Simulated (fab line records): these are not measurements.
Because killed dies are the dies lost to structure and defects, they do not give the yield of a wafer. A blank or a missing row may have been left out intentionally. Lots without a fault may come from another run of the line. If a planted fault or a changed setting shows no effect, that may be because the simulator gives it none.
Matching of chambers :: flow n5 finfet :: 4 sister chambers for N5_BEOL_M1_ETCH_69 on rie diel-02
The step etches SiARC in CF4, target depth 15.6 nm, time 26 s. 18 wafers are shown with their chamber, then 9 later ones without.

EACH WAFER AND ITS CHAMBER
wafer: L074.3
chamber: 2
showerhead plenum p Torr (Torr): 2.04
throttle valve pct (%): 15.63
oes product au (a.u.): 0.63

wafer: L074.5
chamber: 1
showerhead plenum p Torr (Torr): 2.13
throttle valve pct (%): 15.50
oes product au (a.u.): 0.62

wafer: L074.6
chamber: 0
showerhead plenum p Torr (Torr): 2.11
throttle valve pct (%): 15.48
oes product au (a.u.): 0.72

wafer: L078.1
chamber: 0
showerhead plenum p Torr (Torr): 2.11
throttle valve pct (%): 15.48
oes product au (a.u.): 0.73

wafer: L078.5
chamber: 2
showerhead plenum p Torr (Torr): 2.03
throttle valve pct (%): 15.65
oes product au (a.u.): 0.63

wafer: L078.6
chamber: 3
showerhead plenum p Torr (Torr): 2.26
throttle valve pct (%): 15.24
oes product au (a.u.): 0.77

wafer: L081.1
chamber: 1
showerhead plenum p Torr (Torr): 2.13
throttle valve pct (%): 15.57
oes product au (a.u.): 0.63

wafer: L081.2
chamber: 3
showerhead plenum p Torr (Torr): 2.25
throttle valve pct (%): 15.29
oes product au (a.u.): 0.76

wafer: L081.5
chamber: 2
showerhead plenum p Torr (Torr): 2.03
throttle valve pct (%): 15.66
oes product au (a.u.): 0.61

wafer: L082.3
chamber: 0
showerhead plenum p Torr (Torr): 2.11
throttle valve pct (%): 15.50
oes product au (a.u.): 0.71

wafer: L082.4
chamber: 3
showerhead plenum p Torr (Torr): 2.25
throttle valve pct (%): 15.25
oes product au (a.u.): 0.75

wafer: L082.6
chamber: 3
showerhead plenum p Torr (Torr): 2.25
throttle valve pct (%): 15.27
oes product au (a.u.): 0.74

wafer: L083.2
chamber: 2
showerhead plenum p Torr (Torr): 2.03
throttle valve pct (%): 15.65
oes product au (a.u.): 0.62

wafer: L083.4
chamber: 1
showerhead plenum p Torr (Torr): 2.13
throttle valve pct (%): 15.55
oes product au (a.u.): 0.62

wafer: L083.6
chamber: 1
showerhead plenum p Torr (Torr): 2.13
throttle valve pct (%): 15.54
oes product au (a.u.): 0.63

wafer: L086.2
chamber: 3
showerhead plenum p Torr (Torr): 2.25
throttle valve pct (%): 15.29
oes product au (a.u.): 0.74

wafer: L086.3
chamber: 2
showerhead plenum p Torr (Torr): 2.03
throttle valve pct (%): 15.67
oes product au (a.u.): 0.61

wafer: L086.5
chamber: 0
showerhead plenum p Torr (Torr): 2.11
throttle valve pct (%): 15.51
oes product au (a.u.): 0.71

SIGNATURES (means of the wafers above)
reading: showerhead plenum p Torr
chamber 0: 2.1100
chamber 1: 2.1300
chamber 2: 2.0320
chamber 3: 2.2520
scatter within a chamber: 0.00338

reading: throttle valve pct
chamber 0: 15.4925
chamber 1: 15.5400
chamber 2: 15.6520
chamber 3: 15.2680
scatter within a chamber: 0.0211

reading: oes product au
chamber 0: 0.7175
chamber 1: 0.6250
chamber 2: 0.6200
chamber 3: 0.7520
scatter within a chamber: 0.0102
Rule: distance of a wafer from a chamber = root of the sum over the readings of ((wafer's reading minus chamber's mean) / reading's scatter) squared. The wafer belongs to the nearest chamber; if the next one is less than 2 further off, it can't be placed. The scatter is the square root of a quotient: the sum, over the shown wafers, of each reading's squared deviation from its chamber's mean, divided by wafers minus chambers.

WAFERS WITHOUT THEIR CHAMBER
wafer: L085.1
showerhead plenum p Torr (Torr): 2.13
throttle valve pct (%): 15.59
oes product au (a.u.): 0.62

wafer: L085.2
showerhead plenum p Torr (Torr): 2.25
throttle valve pct (%): 15.26
oes product au (a.u.): 0.74

wafer: L085.5
showerhead plenum p Torr (Torr): 2.03
throttle valve pct (%): 15.68
oes product au (a.u.): 0.61

wafer: L091.1
showerhead plenum p Torr (Torr): 2.10
throttle valve pct (%): 15.53
oes product au (a.u.): 0.69

wafer: L091.5
showerhead plenum p Torr (Torr): 2.10
throttle valve pct (%): 15.54
oes product au (a.u.): 0.69

wafer: L091.6
showerhead plenum p Torr (Torr): 2.12
throttle valve pct (%): 15.57
oes product au (a.u.): 0.61

wafer: L094.2
showerhead plenum p Torr (Torr): 2.10
throttle valve pct (%): 15.53
oes product au (a.u.): 0.69

wafer: L094.4
showerhead plenum p Torr (Torr): 2.03
throttle valve pct (%): 15.69
oes product au (a.u.): 0.61

wafer: L094.5
showerhead plenum p Torr (Torr): 2.25
throttle valve pct (%): 15.30
oes product au (a.u.): 0.74

WHICH CHAMBER EACH WENT THROUGH
wafer: L085.1
from the rows above: 1
in truth: 1

wafer: L085.2
from the rows above: 3
in truth: 3

wafer: L085.5
from the rows above: 2
in truth: 2

wafer: L091.1
from the rows above: 0
in truth: 0

wafer: L091.5
from the rows above: 0
in truth: 0

wafer: L091.6
from the rows above: 1
in truth: 1

wafer: L094.2
from the rows above: 0
in truth: 0

wafer: L094.4
from the rows above: 2
in truth: 2

wafer: L094.5
from the rows above: 3
in truth: 3
9 of 9 placed correctly. Number that these rows cannot place: 0. Placed wrongly: 0.
